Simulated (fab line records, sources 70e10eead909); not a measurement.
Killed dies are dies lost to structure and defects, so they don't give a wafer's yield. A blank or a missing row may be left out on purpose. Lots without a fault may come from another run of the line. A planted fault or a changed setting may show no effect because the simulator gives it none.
Chamber matching | flow nand_harc | NHARC_A_M0_PRE_CLEAN_31 on pecvd-03: 3 sister chambers
The step time 12 s. 6 wafers are shown with their chamber, then 7 later ones without.

WAFERS WITH THEIR CHAMBER
wafer  | chamber | heater_power_w (W)
L080.4 | 1       | 721
L080.5 | 0       | 659
L086.3 | 0       | 646
L086.4 | 2       | 717
L087.1 | 1       | 661
L087.2 | 2       | 599

WAFERS WITHOUT THEIR CHAMBER
wafer  | heater_power_w (W)
L087.5 | 664
L091.1 | 657
L091.5 | 694
L091.6 | 639
L093.1 | 655
L093.2 | 659
L093.5 | 672

WHICH CHAMBER EACH WENT THROUGH
wafer  | from the rows above          | in truth
L087.5 | can't be placed: 2 or 0 or 1 | 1
L091.1 | can't be placed: 2 or 0 or 1 | 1
L091.5 | can't be placed: 1 or 2 or 0 | 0
L091.6 | can't be placed: 0 or 2 or 1 | 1
L093.1 | can't be placed: 0 or 2 or 1 | 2
L093.2 | can't be placed: 2 or 0 or 1 | 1
L093.5 | can't be placed: 2 or 1 or 0 | 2
Placed correctly: 0 of 7. Can't be placed from these rows: 7 (the true chamber is among the candidates in 7). Placed wrongly: 0.
How it was worked out, from the rows above alone: a wafer's distance from a chamber is the root of the sum, over the readings, of the square of ((its reading less the chamber's mean) divided by the reading's scatter). The wafer belongs to the nearest chamber; if the next one is less than 2 further off, it can't be placed. A chamber's mean is the mean of its shown wafers. The scatter: the root of (the sum of the squares of (reading less its chamber's mean) over the shown wafers, divided by (wafers less chambers)).
